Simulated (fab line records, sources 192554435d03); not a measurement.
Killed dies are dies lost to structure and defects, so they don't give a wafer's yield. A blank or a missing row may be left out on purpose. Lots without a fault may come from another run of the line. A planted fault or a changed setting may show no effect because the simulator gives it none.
A struck lot beside a sound one | flow n5_finfet | 39 steps out of a route of 1938
Sound: wafers L663.1, L663.3, L663.5. Struck: wafer L674.1. (L674.4, L674.6 of the same lot were not struck and are left out.) The cause comes at the end.
At each step with rows: each side's tool, then ch and its chambers, then its first start. Under that, the readings that differ: sound wafers | struck wafers | difference of the means | sigmas: that difference in standard deviations of wafers without a fault.
alike: readings whose means differ by less than 2 such deviations, and words and numbers that are the same on both sides. not compared: withheld readings, readings that some wafer has no value for, bounds like >300 that may hide the same value, and numbers for which the record gives no deviation and whose values overlap.
The two part at a step that has a row with sigmas, a row that says differs or no value, or rows on one side only. Numbers that don't overlap but have no deviation are shown without sigmas and don't part them. A reading that every wafer of one side lacks parts them only if that side has two wafers or more.

first, 10 steps without rows for these wafers: N5_PMOS_HMC_CHANNEL_EPI_PRECLEAN_37 (cleans in O3/DIW, time 45 s); N5_PMOS_HMC_CHANNEL_EPI_PRECLEAN_24 (cleans in DHF, time 30 s); N5_PMOS_HMC_CHANNEL_EPI_SRD_25 (time 30 s); N5_PMOS_HMC_CHANNEL_EPI_EPI_26 (deposits Si from SiH4/H2, target thk 3.8 nm, time 22.7 s); N5_FIN_SAQP_PRECLEAN_42 (cleans in O3/DIW, time 60 s); N5_FIN_SAQP_PRECLEAN_00 (cleans in SC1, time 60 s); N5_FIN_SAQP_PRECLEAN_44 (cleans in SC2, time 45 s); N5_FIN_SAQP_SRD_01 (time 30 s); N5_FIN_SAQP_ALD_61 (deposits SiO2, target thk 4 nm, pulse time 1 s, purge time 2 s); N5_FIN_SAQP_DENSIFY_62 (time 60 s).
N5_FIN_SAQP_HM_DEP_03: deposits SiNx from SiH4/NH3/N2, target thk 38 nm, time 33.6 s.
  sound on pecvd-04 ch 1,2, day 1 23:00; struck on pecvd-02 ch 0, day 4 15:13
  reading                                      | sound             | struck | difference | sigmas
  heater_power_w (W)                           | 931 955 1035      | 747    | -227       | -2
  model.SiNx_of_FIN_SAQP_HM_DEP_03.thk_nm (nm) | 37.24 37.81 37.66 | 39.74  | +2.17      |
  alike: showerhead_plenum_p_Torr, throttle_valve_pct
N5_FIN_SAQP_THK_MEAS_05:
  sound on film_metro-02, day 1 23:07; struck on film_metro-02, day 4 15:19
  reading     | sound          | struck | difference | sigmas
  thk_nm (nm) | 37.2 37.8 37.6 | 39.7   | +2.2       | +5
then, 24 steps without rows for these wafers: N5_FIN_SAQP_PECVD_47 (deposits a-Si from SiH4/He, target thk 45 nm, time 36.3 s); N5_FIN_SAQP_PECVD_48 (deposits SiNx from SiH4/NH3/N2, target thk 25 nm, time 22.1 s); N5_FIN_SAQP_PECVD_06 (deposits a-Si from SiH4/He, target thk 60 nm, time 48.1 s); N5_FIN_SAQP_HM_DEP_72 (deposits SiO2 from SiH4/N2O, target thk 12 nm, time 7.2 s); N5_FIN_SAQP_COAT_49 (time 60 s, resist thk 100 nm); N5_FIN_SAQP_COAT_50 (time 60 s, resist thk 35 nm); N5_FIN_SAQP_COAT_10 (resist thk 90 nm); N5_FIN_SAQP_EBR_12; N5_FIN_SAQP_SOFTBAKE_11 (time 60 s); N5_FIN_SAQP_EXPOSE_13 (exposes mask FIN CORE, target cd 35.6 nm); N5_FIN_SAQP_PEB_14 (peb time 60 s); N5_FIN_SAQP_DEVELOP_15 (develop time 30 s); N5_FIN_SAQP_DESCUM_21 (chemistry O2, time 7.9 s); N5_FIN_SAQP_ETCH_51 (etches SiARC in CF4, target depth 45.5 nm, time 75.8 s); N5_FIN_SAQP_ETCH_52 (etches SOC in N2/H2, target depth 100 nm, overetch 20 nm, time 150 s); N5_FIN_SAQP_STRIP_53 (strips in N2/H2); N5_FIN_SAQP_HM_OPEN_73 (chemistry CHF3/O2, target SiO2, stops on a-Si, target depth 12 nm, time 16.8 s); N5_FIN_SAQP_STRIP_74 (strips in CHF3/O2); N5_FIN_SAQP_MANDREL_ETCH_22 (etches a-Si in HBr/Cl2, stops on SiNx, target depth 60 nm, bt time 10 s, time 30 s); N5_FIN_SAQP_STRIP_55 (strips in N2/H2); N5_FIN_SAQP_STRIP_23 (strips in SPM, time 750 s); N5_FIN_SAQP_SRD_66 (time 30 s); N5_FIN_SAQP_RECESS_75 (chemistry HF/NH3, target SiO2, target depth 14.4 nm, afs cycles 3, sublimation time 60 s); N5_FIN_SAQP_SPACER1_ALD_24 (deposits SiO2, target thk 20.3 nm, pulse time 1 s, purge time 2 s).
N5_FIN_SAQP_HM_OPEN_33: chemistry CH3F/O2, target SiNx, target depth 49.4 nm, time 70.6 s.
  sound on rie_diel-06 ch 1,3, day 2 03:31; struck on rie_diel-05 ch 1, day 4 20:28
  reading                  | sound           | struck | difference | sigmas
  etch_rf_on_time_s (s)    | 68.4 68.6 68.7  | 72.9   | +4.3       | +3
  model.etch.depth_nm (nm) | 36.6 37.1 37.03 | 39.11  | +2.20      |
  alike: drypump_motor_current_A, oes_ar_750_au, oes_product_au, rf_vpp_V, showerhead_plenum_p_Torr, throttle_valve_pct
  not compared: rf_hours_counter_h
N5_STI_FIN_REVEAL_RECESS_09: chemistry HF/NH3, target SiO2, afs cycles 11, target depth 42.5 nm, sublimation time 60 s.
  sound on vapor_etch-01 ch 0,1, day 2 11:34; struck on vapor_etch-02 ch 0, day 5 05:04
  reading                                      | sound          | struck | difference | sigmas
  drypump_motor_current_A (A)                  | 6.23 6.53 6.55 | 5.89   | -0.55      | -2
  model.SiNx_of_FIN_SAQP_HM_DEP_03.thk_nm (nm) | 17.2 17.2 18   | 20.2   | +2.7       |
-- the record jumps here: 5 days lie between the struck wafers' starts before and after (it left off in module STI_FIN_REVEAL and takes up again in module BEOL_M4, whose first step shown is number 1111 of the route) --
N5_BEOL_M4_RC_MEAS_101:
  sound on prober-01 ch 0, day 7 15:47; struck on prober-01 ch 0, day 10 11:14
  alike: DIBL_N, DIBL_P, IOFF_N, IOFF_P, ION_N, ION_P, SS_N, SS_P, VT_N, VT_P

WHERE THEY PART
First at N5_FIN_SAQP_HM_DEP_03; last, within this record, at N5_STI_FIN_REVEAL_RECESS_09. Later steps at which nothing parts them and some readings are alike: N5_BEOL_M4_RC_MEAS_101.

WHY: what the simulator had put in
Process parameter drift: pecvd-02, from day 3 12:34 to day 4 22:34, at N5_FIN_SAQP_HM_DEP_03. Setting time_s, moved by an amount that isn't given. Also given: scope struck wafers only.
